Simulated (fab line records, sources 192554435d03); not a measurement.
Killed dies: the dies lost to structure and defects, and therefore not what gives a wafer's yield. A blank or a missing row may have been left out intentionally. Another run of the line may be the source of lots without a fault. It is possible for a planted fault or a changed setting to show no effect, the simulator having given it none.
fab line records ; flow n5-finfet
record lots=7; wafers=21
route steps=1938 shown BEOL_M5@1141 BEOL_M7@1263 BEOL_M9@1431 BEOL_M10@1476 BEOL_M11@1543
start-h: hours from the record's opening day to when the first of the lot's shown wafers began ; wait-h: hours since the lot's step before ; " as in the row above ; L1.1+2: one row covering several wafers at once ; - value missing, or start not given ; * or withheld: withheld ; < > ~ a bound
route shown NAME@n: NAME is a module with steps in the file, n the number in the route of the first one ; usual: the fault-free wafers' mean and standard deviation ; same: alike in all rows ; chamber/n: place in a boat ; sites: readings site by site ; _std_site: their standard deviation ; _edge_site: mean of outer sites minus mean of inner sites ; radius-mm: for every site, how far away it sits from the centre of the wafer ; mask NAME#n: copy n ; behind: the last tool/chamber to shape the wafer ; hold: reason for holding the lot/hours on hold/outcome of the hold ; device: transistor that didn't switch, given as n, p or np ; end of line: the tests these same wafers got at the end of their route ; for a step that has no rows: nothing shown but its recipe ; killed: at the first sort, the dies lost to defects and structure; wafer yield is something else ; map: shows each die of a wafer: x if killed, . if not, _ if none is there
set.NAME: the setting the step ran with; set.NAME@STEP: the setting that earlier step ran with ; model.NAME: the simulator's own value behind a step, which no gauge read
lots run with intentionally changed settings; tables by step, rows by wafer
## steps
# step N5_BEOL_M5_COAT_74
# recipe resist=underlayer; temp-c=205; time-s=60; spin-rpm=1500; resist-thk-nm=5
lot.wafer;tool;chamber;start-h;wait-h;set.spin-rpm
L075.1+4;litho-track-04;0;-;-;1500
L075.2;litho-track-04;0;-;-;1389
L081.2+4+6;litho-track-05;0;-;-;1500
L084.1+6;litho-track-05;0;-;-;1636
L084.5;litho-track-05;0;-;-;1500
L086.1+5;litho-track-05;0;-;-;1451
L086.4;litho-track-05;0;-;-;1500
L090.1+2;litho-track-05;0;-;-;1430
L090.4;litho-track-05;0;-;-;1500
L095.1+2+3;litho-track-04;0;-;-;1500
L096.1+6;litho-track-01;0;-;-;1336
L096.2;litho-track-01;0;-;-;1500
# step N5_BEOL_M5_COAT_22
# recipe resist=CAR-EUV; spin-rpm=1500; resist-thk-nm=30
# step N5_BEOL_M5_EBR_24
# recipe solvent=PGMEA; ebr-width-mm=1.5
# step N5_BEOL_M5_DESCUM_33
# recipe chemistry=O2; time-s=7; source-power-w=50; bias-power-w=20; pressure-mtorr=20; rf-frequency-hz=2.712e+07; temp-c=40; resist=CAR-EUV; o2-flow-sccm=225
# step N5_BEOL_M5_ETCH_75
# recipe chemistry=N2/H2; target=underlayer; target-depth-a=65; mask-material=CAR-EUV; time-s=5.2; ion-energy-ev=200; pressure-mtorr=30; source-w=840; bias-w=150; n2-flow-sccm=200; h2-flow-sccm=200; ends=cleared
lot.wafer;tool;chamber;start-h;wait-h;set.spin-rpm@BEOL_M5_COAT_74;model.etch.depth-nm
L075.1;rie-diel-06;0;180.84;0.0;1500;5.015
L075.2;rie-diel-06;3;180.84;0.0;1389;5.203
L075.4;rie-diel-06;2;180.84;0.0;1500;5.01
L081.2;rie-diel-06;0;206.21;0.0;1500;5.006
L081.4;rie-diel-06;0;206.21;0.0;1500;5.012
L081.6;rie-diel-06;1;206.21;0.0;1500;4.999
L084.1;rie-diel-06;1;225.61;0.0;1636;4.785
L084.5;rie-diel-06;3;225.61;0.0;1500;4.996
L084.6;rie-diel-06;0;225.61;0.0;1636;4.776
L086.1;rie-diel-01;0;240.09;0.0;1451;5.076
L086.4;rie-diel-01;2;240.09;0.0;1500;5.008
L086.5;rie-diel-01;0;240.09;0.0;1451;5.093
L090.1;rie-diel-03;1;285.71;0.0;1430;5.137
L090.2;rie-diel-03;2;285.71;0.0;1430;5.126
L090.4;rie-diel-03;3;285.71;0.0;1500;5.012
L095.1;rie-diel-06;2;305.27;0.0;1500;5.001
L095.2;rie-diel-06;1;305.27;0.0;1500;5.01
L095.3;rie-diel-06;0;305.27;0.0;1500;4.996
L096.1;rie-diel-03;2;307.88;0.0;1336;5.284
L096.2;rie-diel-03;3;307.88;0.0;1500;4.979
L096.6;rie-diel-03;1;307.88;0.0;1336;5.288
# step N5_BEOL_M5_ETCH_67
# recipe chemistry=CF4; target=SiARC; target-depth-a=156; mask-material=CAR-EUV; time-s=26; ion-energy-ev=80; pressure-mtorr=40; source-w=545; bias-w=36; Ar_flow_sccm=100; cf4-flow-sccm=100; ends=cleared
lot.wafer;tool;chamber;start-h;wait-h;set.spin-rpm@BEOL_M5_COAT_66;model.etch.depth-nm
L075.1;rie-diel-06;0;180.85;0.0;1500;12.01
L075.2;rie-diel-06;3;180.85;0.0;1500;12.02
L075.4;rie-diel-06;2;180.85;0.0;1500;12.07
L081.2+4+6;rie-diel-06;0,0,1;206.22;0.0;1500;11.98
L084.1;rie-diel-06;1;225.63;0.0;1403;12.36
L084.5;rie-diel-06;3;225.63;0.0;1403;12.37
L084.6;rie-diel-06;0;225.63;0.0;1403;12.4
L086.1;rie-diel-01;0;240.11;0.0;1386;12.53
L086.4;rie-diel-01;2;240.11;0.0;1386;12.52
L086.5;rie-diel-01;0;240.11;0.0;1386;12.49
L090.1+2;rie-diel-03;1,2;285.73;0.0;1500;12
L090.4;rie-diel-03;3;285.73;0.0;1500;11.98
L095.1;rie-diel-06;2;305.28;0.0;1573;11.69
L095.2;rie-diel-06;1;305.28;0.0;1500;11.94
L095.3;rie-diel-06;0;305.28;0.0;1573;11.7
L096.1;rie-diel-03;2;307.90;0.0;1500;11.98
L096.2;rie-diel-03;3;307.90;0.0;1359;12.61
L096.6;rie-diel-03;1;307.90;0.0;1500;12
# step N5_BEOL_M7_ILD_DEP_00
# recipe material=SiCOH_lowk; target-thk-a=1797.5; temp-c=300; precursor=DEMS/porogen; pressure-torr=5; rf-w=500; time-s=33.4
lot.wafer;tool;chamber;start-h;wait-h;set.time-s;model.SiCOH_lowk_of_BEOL_M7_ILD_DEP_00.thk-nm
L075.1;pecvd-04;1;196.23;0.0;35.58;189.8
L075.2;pecvd-04;2;196.23;0.0;33.4;182.6
L075.4;pecvd-04;0;196.23;0.0;33.4;177.4
L081.2+4;pecvd-02;1;220.36;0.0;33.4;181.4
L081.6;pecvd-02;2;220.36;0.0;33.4;182.2
L084.1;pecvd-01;1;243.06;0.0;33.4;178.4
L084.5;pecvd-01;2;243.06;0.0;31.6;173.6
L084.6;pecvd-01;1;243.06;0.0;33.4;181.2
L086.1;pecvd-04;1;258.90;0.0;33.4;177.4
L086.4;pecvd-04;0;258.90;0.0;33.4;180.2
L086.5;pecvd-04;1;258.90;0.0;33.4;183.2
L090.1;pecvd-02;1;302.05;0.0;35.89;193
L090.2;pecvd-02;2;302.05;0.0;35.89;194.2
L090.4;pecvd-02;2;302.05;0.0;33.4;181.8
L095.1;pecvd-04;0;323.26;0.0;33.4;181.2
L095.2;pecvd-04;1;323.26;0.0;37.3;203.2
L095.3;pecvd-04;2;323.26;0.0;37.3;199.8
L096.1;pecvd-02;0;325.18;0.0;36.41;190
L096.2;pecvd-02;1;325.18;0.0;33.4;174.4
L096.6;pecvd-02;1;325.18;0.0;33.4;178.2
# step N5_BEOL_M7_CURE_74
# recipe temp-c=385; time-s=240; ambient=He/Ar; material=SiCOH_lowk
lot.wafer;tool;chamber;start-h;wait-h;set.time-s@BEOL_M7_ILD_DEP_00;model.SiCOH_lowk_of_BEOL_M7_ILD_DEP_00.thk-nm
L075.1;uv-cure-02;1;196.30;0.0;35.58;163.8
L075.2;uv-cure-02;1;196.30;0.0;33.4;157.6
L075.4;uv-cure-02;1;196.30;0.0;33.4;152.8
L081.2+4;uv-cure-02;2;220.51;0.1;33.4;156.4
L081.6;uv-cure-02;2;220.51;0.1;33.4;157.2
L084.1;uv-cure-03;2;243.12;0.0;33.4;153.8
L084.5;uv-cure-03;2;243.12;0.0;31.6;149.6
L084.6;uv-cure-03;2;243.12;0.0;33.4;156.2
L086.1;uv-cure-02;1;258.99;0.1;33.4;153
L086.4;uv-cure-02;1;258.99;0.1;33.4;155.4
L086.5;uv-cure-02;1;258.99;0.1;33.4;158
L090.1;uv-cure-02;0;302.11;0.0;35.89;166.6
L090.2;uv-cure-02;0;302.11;0.0;35.89;167.6
L090.4;uv-cure-02;0;302.11;0.0;33.4;156.8
L095.1;uv-cure-03;2;323.32;0.0;33.4;156.4
L095.2;uv-cure-03;2;323.32;0.0;37.3;175.6
L095.3;uv-cure-03;2;323.32;0.0;37.3;172.4
L096.1;uv-cure-01;1;325.27;0.1;36.41;164
L096.2;uv-cure-01;1;325.27;0.1;33.4;150.2
L096.6;uv-cure-01;1;325.27;0.1;33.4;153.8
# step N5_BEOL_M7_THK_MEAS_01
# recipe reads=SiCOH_lowk_of_BEOL_M7_ILD_DEP_00
# usual M7_ILD_THK=154.9/2.3
lot.wafer;tool;chamber;start-h;wait-h;set.time-s@BEOL_M7_ILD_DEP_00;M7_ILD_THK[nm]
L075.1;film-metro-01;-;196.81;0.4;35.58;163.8
L075.2;film-metro-01;-;196.81;0.4;33.4;157.5
L075.4;film-metro-01;-;196.81;0.4;33.4;153.0
L081.2;film-metro-02;-;220.94;0.4;33.4;156.4
L081.4;film-metro-02;-;220.94;0.4;33.4;156.4
L081.6;film-metro-02;-;220.94;0.4;33.4;157.2
L084.1;film-metro-02;-;243.64;0.4;33.4;153.7
L084.5;film-metro-02;-;243.64;0.4;31.6;149.7
L084.6;film-metro-02;-;243.64;0.4;33.4;156.2
L086.1;film-metro-02;-;259.50;0.4;33.4;153.0
L086.4;film-metro-02;-;259.50;0.4;33.4;155.5
L086.5;film-metro-02;-;259.50;0.4;33.4;158.2
L090.1;film-metro-01;-;302.62;0.4;35.89;166.5
L090.2;film-metro-01;-;302.62;0.4;35.89;167.6
L090.4;film-metro-01;-;302.62;0.4;33.4;156.7
L095.1;film-metro-01;-;323.83;0.4;33.4;156.2
L095.2;film-metro-01;-;323.83;0.4;37.3;175.5
L095.3;film-metro-01;-;323.83;0.4;37.3;172.3
L096.1;film-metro-02;-;325.78;0.4;36.41;164.0
L096.2;film-metro-02;-;325.78;0.4;33.4;150.2
L096.6;film-metro-02;-;325.78;0.4;33.4;153.7
# step N5_BEOL_M7_PECVD_70
# recipe material=SiO2; target-thk-a=200; temp-c=400; precursor=TEOS/O2; pressure-torr=5.5; rf-w=450; teos-flow-sccm=53.8; gas=O2; flow-sccm=3000; time-s=22.7
lot.wafer;tool;chamber;start-h;wait-h;set.temp-c;model.SiO2_of_BEOL_M7_PECVD_70.thk-nm
L075.1;pecvd-04;2;196.85;0.0;400;20.2
L075.2;pecvd-04;1;196.85;0.0;400;20
L075.4;pecvd-04;2;196.85;0.0;400;20.6
L081.2;pecvd-02;1;220.98;0.0;400;19
L081.4+6;pecvd-02;0,1;220.98;0.0;400;19.2
L084.1;pecvd-02;0;243.67;0.0;400;19
L084.5;pecvd-02;2;243.67;0.0;400;19.8
L084.6;pecvd-02;1;243.67;0.0;415.6;17.2
L086.1;pecvd-04;0;259.54;0.0;400;20
L086.4;pecvd-04;1;259.54;0.0;388.9;21.8
L086.5;pecvd-04;1;259.54;0.0;400;20.4
L090.1;pecvd-04;2;302.66;0.0;400;20.6
L090.2;pecvd-04;1;302.66;0.0;400;20.4
L090.4;pecvd-04;1;302.66;0.0;404.7;20
L095.1;pecvd-04;0;323.87;0.0;384.4;22.6
L095.2;pecvd-04;1;323.87;0.0;400;20.8
L095.3;pecvd-04;2;323.87;0.0;400;20.6
L096.1;pecvd-04;2;325.82;0.0;407.8;19.2
L096.2;pecvd-04;0;325.82;0.0;400;20.4
L096.6;pecvd-04;0;325.82;0.0;400;20.6
# step N5_BEOL_M7_TRENCH_ETCH_37
# recipe chemistry=C4F6/O2; target-depth-a=934.78; target=SiCOH_lowk; time-s=31.2; ion-energy-ev=250; pressure-mtorr=30; source-w=345; bias-w=185; Ar_flow_sccm=300; C4F6_flow_sccm=10; O2_flow_sccm=10
# usual rf-vpp-V=663/20
lot.wafer;tool;chamber;start-h;wait-h;set.bias-w;rf-vpp-V
L075.1;rie-diel-03;0;-;-;199.9;722
L075.2;rie-diel-03;2;-;-;199.9;758
L075.4;rie-diel-03;1;-;-;185;654
L081.2;rie-diel-06;1;-;-;185;673
L081.4;rie-diel-06;2;-;-;185;671
L081.6;rie-diel-06;3;-;-;185;632
L084.1;rie-diel-01;2;-;-;185;675
L084.5;rie-diel-01;2;-;-;185;675
L084.6;rie-diel-01;3;-;-;185;656
L086.1;rie-diel-06;3;-;-;205;686
L086.4;rie-diel-06;0;-;-;205;692
L086.5;rie-diel-06;0;-;-;185;638
L090.1;rie-diel-03;0;-;-;185;679
L090.2;rie-diel-03;1;-;-;196.7;687
L090.4;rie-diel-03;2;-;-;185;713
L095.1;rie-diel-01;3;-;-;185;657
L095.2;rie-diel-01;2;-;-;185;675
L095.3;rie-diel-01;1;-;-;154.3;568
L096.1;rie-diel-03;3;-;-;216.1;741
L096.2;rie-diel-03;1;-;-;216.1;740
L096.6;rie-diel-03;1;-;-;185;655
# step N5_BEOL_M7_ETCH_41
# recipe chemistry=CH3F/O2; target=SiCN; target-depth-a=319; taper-deg=2; time-s=57.8; ion-energy-ev=120; mask-material=TiN; pressure-mtorr=30; source-w=395; bias-w=75; Ar_flow_sccm=150; CH3F_flow_sccm=30; O2_flow_sccm=20
# step N5_BEOL_M7_STRIP_80
# recipe chemistry=N2/H2; time-s=10; power-w=450; temp-c=40; pressure-mtorr=20; rf-frequency-hz=6e+07; bias-power-w=7; n2-flow-sccm=200; h2-flow-sccm=200
# step N5_BEOL_M7_HM_STRIP_39
# recipe chemistry=peroxide-tin-strip; material=TiN; target-depth-a=250; temp-c=50; time-s=158
lot.wafer;tool;chamber;start-h;wait-h;set.temp-c@BEOL_M7_PECVD_70;model.SiO2_of_BEOL_M7_PECVD_70.thk-nm
L075.1;wet-bench-02;1;199.95;0.0;400;20
L075.2;wet-bench-02;0;199.95;0.0;400;19.8
L075.4;wet-bench-02;3;199.95;0.0;400;20.4
L081.2;wet-bench-02;1;225.64;0.0;400;18.8
L081.4+6;wet-bench-02;4,6;225.64;0.0;400;19
L084.1;wet-bench-01;5;250.29;0.0;400;18.8
L084.5;wet-bench-01;1;250.29;0.0;400;19.6
L084.6;wet-bench-01;2;250.29;0.0;415.6;17
L086.1;wet-bench-05;5;263.41;0.0;400;20
L086.4;wet-bench-05;1;263.41;0.0;388.9;21.8
L086.5;wet-bench-05;6;263.41;0.0;400;20.2
L090.1+2;wet-bench-02;7,3;305.82;0.0;400;20.4
L090.4;wet-bench-02;4;305.82;0.0;404.7;19.8
L095.1;wet-bench-02;7;326.35;0.0;384.4;22.4
L095.2;wet-bench-02;1;326.35;0.0;400;20.6
L095.3;wet-bench-02;5;326.35;0.0;400;20.4
L096.1;wet-bench-02;5;329.92;0.0;407.8;19
L096.2;wet-bench-02;2;329.92;0.0;400;20.2
L096.6;wet-bench-02;4;329.92;0.0;400;20.4
# step N5_BEOL_M9_EXPOSE_25
# recipe mask-id=V8; na=0.33; source-shape=annular; sigma-inner=0.4; sigma-outer=0.8; polarization=unpolarized; dose-mj=37.25
lot.wafer;tool;chamber;start-h;wait-h;mask;set.dose-mj
L075.1+2+4;euv-scanner-02;0;214.13;-;V8#0;37.25
L081.2+4+6;euv-scanner-02;0;239.32;-;V8#0;37.25
L084.1;euv-scanner-02;0;268.65;-;V8#0;37.25
L084.5+6;euv-scanner-02;0;268.65;-;V8#0;39.25
L086.1+5;euv-scanner-01;0;277.60;-;V8#0;34.5
L086.4;euv-scanner-01;0;277.60;-;V8#0;37.25
L090.1;euv-scanner-01;0;324.68;-;V8#0;37.25
L090.2+4;euv-scanner-01;0;324.68;-;V8#0;39.53
L096.1;euv-scanner-01;0;347.10;-;V8#0;37.25
L096.2+6;euv-scanner-01;0;347.10;-;V8#0;38.26
L095.1+3;euv-scanner-02;0;347.27;-;V8#0;38.71
L095.2;euv-scanner-02;0;347.27;-;V8#0;37.25
# step N5_BEOL_M9_PEB_26
# recipe peb-temp-c=100; peb-time-s=60; resist=CAR-EUV
# step N5_BEOL_M9_DEVELOP_27
# recipe develop-time-s=30; developer=TMAH; resist=CAR-EUV; rinse-liquid=surfactant-rinse; dry=air-spin; dev-temp-c=23
# step N5_BEOL_M9_CD_MEAS_28
# recipe target-cd-nm=70; landing-energy-ev=500; detector=se-inlens; polarity=opening
# usual cd-nm=70.0/0.33
lot.wafer;tool;chamber;start-h;wait-h;set.dose-mj@BEOL_M9_EXPOSE_25;cd-nm
L075.1;cd-sem-02;0;214.26;-;37.25;70.2
L075.2;cd-sem-02;0;214.26;-;37.25;70.2
L075.4;cd-sem-02;0;214.26;-;37.25;70.1
L081.2;cd-sem-01;0;239.45;-;37.25;70.3
L081.4;cd-sem-01;0;239.45;-;37.25;69.8
L081.6;cd-sem-01;0;239.45;-;37.25;69.8
L084.1;cd-sem-02;0;268.78;-;37.25;70.2
L084.5;cd-sem-02;0;268.78;-;39.25;71.5
L084.6;cd-sem-02;0;268.78;-;39.25;71.4
L086.1;cd-sem-03;0;277.73;-;34.5;68.1
L086.4;cd-sem-03;0;277.73;-;37.25;69.8
L086.5;cd-sem-03;0;277.73;-;34.5;68.4
L090.1;cd-sem-01;0;324.81;-;37.25;69.5
L090.2;cd-sem-01;0;324.81;-;39.53;70.8
L090.4;cd-sem-01;0;324.81;-;39.53;71.1
L096.1;cd-sem-03;0;347.23;-;37.25;70.1
L096.2;cd-sem-03;0;347.23;-;38.26;70.6
L096.6;cd-sem-03;0;347.23;-;38.26;71.0
L095.1;cd-sem-02;0;347.40;-;38.71;70.6
L095.2;cd-sem-02;0;347.40;-;37.25;69.1
L095.3;cd-sem-02;0;347.40;-;38.71;70.6
# step N5_BEOL_M10_COAT_60
# recipe resist=SiARC; temp-c=220; time-s=60; spin-rpm=1500; resist-thk-nm=30
lot.wafer;tool;chamber;start-h;wait-h;set.spin-rpm;model.SiARC_of_BEOL_M10_COAT_60.thk-nm
L075.1+4;litho-track-01;0;-;-;1453;30.4
L075.2;litho-track-01;0;-;-;1500;30.2
L081.2+4+6;litho-track-04;0;-;-;1500;30
L084.1;litho-track-04;0;-;-;1650;28.6
L084.5+6;litho-track-04;0;-;-;1500;30
L086.1;litho-track-01;0;-;-;1346;31.6
L086.4+5;litho-track-01;0;-;-;1500;30
L090.1+4;litho-track-05;0;-;-;1604;29
L090.2;litho-track-05;0;-;-;1500;30
L096.1+6;litho-track-05;0;-;-;1500;30
L096.2;litho-track-05;0;-;-;1637;28.6
L095.1+3;litho-track-01;0;-;-;1656;28.6
L095.2;litho-track-01;0;-;-;1500;30
# step N5_BEOL_M10_COAT_05
# recipe resist=CAR-ArF; spin-rpm=1500; resist-thk-nm=90
# step N5_BEOL_M10_EBR_07
# recipe solvent=PGMEA; ebr-width-mm=1.5
# step N5_BEOL_M10_DESCUM_16
# recipe chemistry=O2; time-s=7.9; source-power-w=50; bias-power-w=20; pressure-mtorr=20; rf-frequency-hz=2.712e+07; temp-c=40; resist=CAR-ArF; o2-flow-sccm=225
# step N5_BEOL_M10_ETCH_61
# recipe chemistry=CF4; target=SiARC; target-depth-a=390; mask-material=CAR-ArF; time-s=65; ion-energy-ev=80; pressure-mtorr=40; source-w=545; bias-w=36; Ar_flow_sccm=100; cf4-flow-sccm=100; ends=cleared
lot.wafer;tool;chamber;start-h;wait-h;set.spin-rpm@BEOL_M10_COAT_60;model.etch.depth-nm;model.CAR-ArF_of_BEOL_M10_COAT_05.thk-nm
L075.1;rie-diel-02;0;219.39;0.0;1453;30.47;54.8
L075.2;rie-diel-02;1;219.39;0.0;1500;30.13;55.6
L075.4;rie-diel-02;1;219.39;0.0;1453;30.45;55.2
L081.2;rie-diel-05;0;246.92;0.0;1500;29.98;55.2
L081.4;rie-diel-05;1;246.92;0.0;1500;29.92;55.4
L081.6;rie-diel-05;2;246.92;0.0;1500;29.97;55.8
L084.1;rie-diel-05;0;273.60;0.0;1650;28.55;56.2
L084.5;rie-diel-05;0;273.60;0.0;1500;29.95;54.8
L084.6;rie-diel-05;1;273.60;0.0;1500;30.03;55
L086.1;rie-diel-05;3;283.66;0.0;1346;31.65;54
L086.4;rie-diel-05;2;283.66;0.0;1500;29.92;55.6
L086.5;rie-diel-05;0;283.66;0.0;1500;30;55.4
L090.1;rie-diel-02;0;330.96;0.0;1604;28.98;56.4
L090.2;rie-diel-02;1;330.96;0.0;1500;30.07;55.8
L090.4;rie-diel-02;3;330.96;0.0;1604;29.09;56.4
L096.1;rie-diel-04;2;353.74;0.0;1500;30.04;55.4
L096.2;rie-diel-04;0;353.74;0.0;1637;28.69;56.6
L096.6;rie-diel-04;0;353.74;0.0;1500;30.09;55.2
L095.1;rie-diel-02;3;354.42;0.0;1656;28.56;56.8
L095.2;rie-diel-02;2;354.42;0.0;1500;29.94;55.4
L095.3;rie-diel-02;1;354.42;0.0;1656;28.61;57
# step N5_BEOL_M11_COAT_05
# recipe resist=CAR-ArF; spin-rpm=1500; resist-thk-nm=90
lot.wafer;tool;chamber;start-h;wait-h;set.spin-rpm;model.CAR-ArF_of_BEOL_M11_COAT_05.thk-nm
L075.1+4;litho-track-03;0;-;-;1423;92.2
L075.2;litho-track-03;0;-;-;1500;90
L081.2+4+6;litho-track-04;0;-;-;1500;89.8
L084.1;litho-track-04;0;-;-;1500;90
L084.5+6;litho-track-04;0;-;-;1500;89.8
L086.1;litho-track-02;0;-;-;1653;85.8
L086.4;litho-track-02;0;-;-;1500;89.8
L086.5;litho-track-02;0;-;-;1500;90.2
L090.1+2+4;litho-track-03;0;-;-;1500;89.8
L096.1+6;litho-track-02;0;-;-;1375;94
L096.2;litho-track-02;0;-;-;1500;90.4
L095.1;litho-track-02;0;-;-;1407;93.2
L095.2;litho-track-02;0;-;-;1407;93.6
L095.3;litho-track-02;0;-;-;1500;90.6
# step N5_BEOL_M11_EBR_07
# recipe solvent=PGMEA; ebr-width-mm=1.5
# step N5_BEOL_M11_SOFTBAKE_06
# recipe temp-c=110; time-s=60; resist=CAR-ArF
# step N5_BEOL_M11_EXPOSE_08
# recipe mask-id=M11; na=1.35; source-shape=dipole; sigma-inner=0.411; sigma-outer=0.611; polarization=te; dose-mj=53.75
# step N5_BEOL_M11_PEB_09
# recipe peb-temp-c=withheld; peb-time-s=60; resist=CAR-ArF
# step N5_BEOL_M11_DEVELOP_10
# recipe develop-time-s=30; developer=TMAH; resist=CAR-ArF; rinse-liquid=diw; dry=air-spin; dev-temp-c=23
lot.wafer;tool;chamber;start-h;wait-h;set.spin-rpm@BEOL_M11_COAT_05;model.CAR-ArF_of_BEOL_M11_COAT_05.thk-nm
L075.1+4;litho-track-04;0;-;-;1423;90.4
L075.2;litho-track-04;0;-;-;1500;88.2
L081.2+6;litho-track-03;0;-;-;1500;88.2
L081.4;litho-track-03;0;-;-;1500;88
L084.1;litho-track-04;0;-;-;1500;88.4
L084.5+6;litho-track-04;0;-;-;1500;88.2
L086.1;litho-track-02;0;-;-;1653;84
L086.4;litho-track-02;0;-;-;1500;88.2
L086.5;litho-track-02;0;-;-;1500;88.4
L090.1+4;litho-track-03;0;-;-;1500;88.2
L090.2;litho-track-03;0;-;-;1500;88
L096.1+6;litho-track-02;0;-;-;1375;92.4
L096.2;litho-track-02;0;-;-;1500;88.6
L095.1;litho-track-02;0;-;-;1407;91.4
L095.2;litho-track-02;0;-;-;1407;91.8
L095.3;litho-track-02;0;-;-;1500;88.8
# step N5_BEOL_M11_DESCUM_16
# recipe chemistry=O2; time-s=7.9; source-power-w=50; bias-power-w=20; pressure-mtorr=20; rf-frequency-hz=2.712e+07; temp-c=40; resist=CAR-ArF; o2-flow-sccm=225
lot.wafer;tool;chamber;start-h;wait-h;set.time-s;set.spin-rpm@BEOL_M11_COAT_05;model.CAR-ArF_of_BEOL_M11_COAT_05.thk-nm
L075.1;rie-diel-03;2;228.17;0.0;9.19;1423;85
L075.2;rie-diel-03;0;228.17;0.0;7.9;1500;83.4
L075.4;rie-diel-03;1;228.17;0.0;9.19;1423;84.6
L081.2+4;rie-diel-03;1,0;257.24;0.0;7.9;1500;83.2
L081.6;rie-diel-03;0;257.24;0.0;7.9;1500;83.4
L084.1;rie-diel-06;0;282.64;0.2;6.241;1500;84.4
L084.5;rie-diel-06;2;282.64;0.2;7.9;1500;83.4
L084.6;rie-diel-06;3;282.64;0.2;7.9;1500;83.2
L086.1;rie-diel-01;3;291.01;0.0;7.9;1653;79.2
L086.4;rie-diel-01;3;291.01;0.0;7.9;1500;83.2
L086.5;rie-diel-01;1;291.01;0.0;7.011;1500;84.2
L090.1+4;rie-diel-03;2,0;338.33;0.0;7.9;1500;83.4
L090.2;rie-diel-03;1;338.33;0.0;7.9;1500;83.2
L096.1;rie-diel-01;1;363.16;0.0;7.9;1375;87.4
L096.2;rie-diel-01;2;363.16;0.0;7.9;1500;83.8
L096.6;rie-diel-01;2;363.16;0.0;8.997;1375;87
L095.1;rie-diel-01;1;363.50;0.0;7.9;1407;86.6
L095.2;rie-diel-01;3;363.50;0.0;7.9;1407;87
L095.3;rie-diel-01;2;363.50;0.0;7.9;1500;84
## key
split step=N5_BEOL_M5_COAT_74; setting=spin-rpm; stated=1500; by=wafer
response step=N5_BEOL_M5_ETCH_75; reading=model.etch.depth-nm; change=-0.026; per=1%; r=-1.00
split step=N5_BEOL_M7_ILD_DEP_00; setting=time-s; stated=33.4; by=wafer
response step=N5_BEOL_M7_ILD_DEP_00; reading=model.SiCOH_lowk_of_BEOL_M7_ILD_DEP_00.thk-nm; change=+1.58; per=1%; r=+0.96
response step=N5_BEOL_M7_CURE_74; reading=model.SiCOH_lowk_of_BEOL_M7_ILD_DEP_00.thk-nm; change=+1.38; per=1%; r=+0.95
response step=N5_BEOL_M7_THK_MEAS_01; reading=M7_ILD_THK; change=+1.38; per=1%; r=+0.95
split step=N5_BEOL_M7_PECVD_70; setting=temp-c; stated=400; by=wafer
response step=N5_BEOL_M7_PECVD_70; reading=model.SiO2_of_BEOL_M7_PECVD_70.thk-nm; change=-0.544; per=1%; r=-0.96
response step=N5_BEOL_M7_HM_STRIP_39; reading=model.SiO2_of_BEOL_M7_PECVD_70.thk-nm; change=-0.553; per=1%; r=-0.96
split step=N5_BEOL_M7_TRENCH_ETCH_37; setting=bias-w; stated=185; by=wafer
response step=N5_BEOL_M7_TRENCH_ETCH_37; reading=rf-vpp-V; change=+5.45; per=1%; r=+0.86
split step=N5_BEOL_M9_EXPOSE_25; setting=dose-mj; stated=37.25; by=wafer
response step=N5_BEOL_M9_CD_MEAS_28; reading=cd-nm; change=+0.24; per=1%; r=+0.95
split step=N5_BEOL_M10_COAT_60; setting=spin-rpm; stated=1500; by=wafer
response step=N5_BEOL_M10_COAT_60; reading=model.SiARC_of_BEOL_M10_COAT_60.thk-nm; change=-0.144; per=1%; r=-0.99
response step=N5_BEOL_M10_ETCH_61; reading=model.etch.depth-nm; change=-0.147; per=1%; r=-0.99
response step=N5_BEOL_M10_ETCH_61; reading=model.CAR-ArF_of_BEOL_M10_COAT_05.thk-nm; change=+0.136; per=1%; r=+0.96
split step=N5_BEOL_M11_COAT_05; setting=spin-rpm; stated=1500; by=wafer
response step=N5_BEOL_M11_COAT_05; reading=model.CAR-ArF_of_BEOL_M11_COAT_05.thk-nm; change=-0.426; per=1%; r=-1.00
response step=N5_BEOL_M11_DEVELOP_10; reading=model.CAR-ArF_of_BEOL_M11_COAT_05.thk-nm; change=-0.437; per=1%; r=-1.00
response step=N5_BEOL_M11_DESCUM_16; reading=model.CAR-ArF_of_BEOL_M11_COAT_05.thk-nm; change=-0.415; per=1%; r=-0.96
split step=N5_BEOL_M11_DESCUM_16; setting=time-s; stated=7.9; by=wafer
response none clear
split outside-this-file step=N5_BEOL_M5_COAT_66 setting=spin-rpm
# split outside-this-file: this setting was split too, and the file shows its column; the key of that split is in another file
